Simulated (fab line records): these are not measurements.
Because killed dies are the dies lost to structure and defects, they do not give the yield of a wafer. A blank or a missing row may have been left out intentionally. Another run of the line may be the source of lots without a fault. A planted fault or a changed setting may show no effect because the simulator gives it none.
Chamber matching | flow n5Finfet | N5_BEOL_M5_STRIP_36 on rieDiel-02 has 4 sister chambers
The step strips in N2/H2. 8 wafers are shown with their chamber, then 7 later ones without.

## WAFERS WITH THEIR CHAMBER
wafer  | chamber | showerheadPlenumPTorr (Torr) | throttleValvePct (%)
L074.4 | 3       | 2.49                         | 23.54
L074.6 | 2       | 2.64                         | 23.87
L075.2 | 2       | 2.64                         | 23.87
L081.1 | 3       | 2.48                         | 23.58
L081.3 | 0       | 2.38                         | 23.82
L083.3 | 0       | 2.38                         | 23.84
L085.3 | 1       | 2.43                         | 23.46
L085.4 | 1       | 2.43                         | 23.45

## WAFERS WITHOUT THEIR CHAMBER
wafer  | showerheadPlenumPTorr (Torr) | throttleValvePct (%)
L085.6 | 2.48                         | 23.57
L088.3 | 2.63                         | 23.91
L088.4 | 2.63                         | 23.87
L088.6 | 2.43                         | 23.44
L097.2 | 2.61                         | 23.92
L097.4 | 2.68                         | 23.74
L097.6 | 2.42                         | 23.49

## EACH ONE'S CHAMBER
wafer  | from the rows above | in truth
L085.6 | 3                   | 3
L088.3 | 2                   | 2
L088.4 | 2                   | 2
L088.6 | 1                   | 1
L097.2 | 2                   | 2
L097.4 | 2                   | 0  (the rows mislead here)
L097.6 | 1                   | 1
Placed correctly: 6 of 7. Not placeable from these rows: 0. Number placed wrongly: 1.
How it was worked out, from the rows above alone: a wafer's distance from a chamber is the root of the sum, over the readings, of the square of ((its reading less the chamber's mean) divided by the reading's scatter). If the next closest chamber is less than 2 further off than the closest, the wafer can't be placed; otherwise it belongs to the closest. For every chamber, the mean is computed from those of its wafers that are shown. The scatter is the square root of a quotient: the sum, over the shown wafers, of each reading's squared deviation from its chamber's mean, divided by wafers minus chambers.
